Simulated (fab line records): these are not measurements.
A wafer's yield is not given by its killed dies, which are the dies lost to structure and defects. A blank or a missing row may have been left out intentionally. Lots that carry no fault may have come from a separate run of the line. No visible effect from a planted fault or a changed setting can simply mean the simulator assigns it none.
A struck lot beside a sound one    flow nand harc    17 out of 1159 route steps
Sound: the wafers L905.2, L905.3, L905.4. The struck wafers were L909.3, L909.5, L909.6. The cause comes at the end.
Order at every step that has rows: each side's tool, ch and its chambers, its first start. Under that, the readings that differ: sound wafers    struck wafers    difference of the means    sigmas: that difference in standard deviations of wafers without a fault.
alike: readings whose means differ by less than 2 such deviations, and words and numbers that are the same on both sides. not compared: withheld readings, readings that some wafer has no value for, bounds like >300 that may hide the same value, and numbers for which the record gives no deviation and whose values overlap.
Wherever a step has rows on one side only, a row that says differs or no value, or a row with sigmas, the two part there. Non-overlapping numbers with no deviation appear without sigmas and do not part them. A reading that every wafer of one side lacks parts them only if that side has two wafers or more.

first, 3 steps without rows for these wafers: NHARC_A_BONDPAD_HARDBAKE_10 (time 65 s); NHARC_A_BONDPAD_DESCUM_11 (chemistry O2, time 3 s); NHARC_A_BONDPAD_ETCH_34 (etches the open film in N2/H2, target depth 60 nm, overetch 18 nm, time 65.91 s).
NHARC_A_BONDPAD_ETCH_12: etches the open film in CHF3/O2, target depth 220 nm, time 110 s.
  sound: rie diel-09 ch 1,2,3; struck: rie diel-03 ch 0,1,3
reading                sound              struck             difference  sigmas
oes product au (a.u.)  0.983 0.963 0.970  0.920 0.915 0.914  -0.056      -2
  alike: bias w, drypump motor current A, mfc ar sccm, rf vpp V, showerhead plenum p Torr, throttle valve pct
  not compared: rf hours counter h
NHARC_A_BONDPAD_CD_MEAS_13:
  sound: cd sem-03 at day 18 10:17; struck: cd sem-02 at day 19 07:59
  alike: cd nm
then, 3 steps without rows for these wafers: NHARC_A_BONDPAD_STRIP_15 (strips in O2); NHARC_A_BONDPAD_ETCH_24 (etches the open film in CF4/N2, target depth 30 nm, time 72.99 s); NHARC_A_BONDPAD_STRIP_16 (strips in post etch residue remover, time 600 s).
NHARC_A_BONDPAD_DEGAS_25: time 60 s.
  sound: pvd sputter-02 at day 18 10:55; struck: pvd sputter-03 at day 19 08:36
  alike: heater power w
then, 1 step without rows for these wafers: NHARC_A_BONDPAD_PRE_CLEAN_26 (time 30 s).
NHARC_A_BONDPAD_PVD_17: deposits TaN, target thk 5 nm, time 8.06 s.
  sound on pvd sputter-02; struck on pvd sputter-03
  alike: throttle valve pct
then, 1 step without rows for these wafers: NHARC_A_BONDPAD_PVD_27 (deposits Cu, target thk 30 nm, time 20.49 s).
NHARC_A_BONDPAD_ECD_18: material Cu, target thk 400 nm.
  sound on ecd cu-01 ch 0,1, day 18 11:16; struck on ecd cu-01 ch 0,1, day 19 09:07
  no value came back on the struck wafers for bath heat duty pct (%), bath temp c (C); on the sound wafers bath heat duty pct (%) reads 6.8 6.6 7.1
NHARC_A_BONDPAD_ANNEAL_28: time 90 s.
  sound on rtp anneal-02 ch 0, day 18 11:43; struck on rtp anneal-01 ch 0, day 19 09:26
  alike: wafer_temp_C_max
NHARC_A_BONDPAD_CMP_19: polishes, t overpolish 30 s, cu recess touch 16 s, target thk 169.8 nm.
  sound on cmp-01 ch 0,1,3, day 18 12:07; struck on cmp-04 ch 2,3, day 19 09:44
  alike: motor current A, overpolish run s
NHARC_A_BONDPAD_THK_MEAS_20: measures by xrf.
  sound: film metro-01 at day 18 12:27; struck: film metro-02 at day 19 10:11
reading      sound              struck          difference  sigmas
thk nm (nm)  170.0 169.9 169.9  29.0 29.0 29.5  -140.8      -99 or more
  not compared: hold
NHARC_END_SORT_01:
  the record has rows for the sound wafers here (prober-02 ch 0, day 19 13:09) and none for the struck ones

WHERE THEY PART
Earliest at NHARC_A_BONDPAD_ETCH_12; latest, in this record, at NHARC_END_SORT_01.

WHY: what had been put in by the simulator
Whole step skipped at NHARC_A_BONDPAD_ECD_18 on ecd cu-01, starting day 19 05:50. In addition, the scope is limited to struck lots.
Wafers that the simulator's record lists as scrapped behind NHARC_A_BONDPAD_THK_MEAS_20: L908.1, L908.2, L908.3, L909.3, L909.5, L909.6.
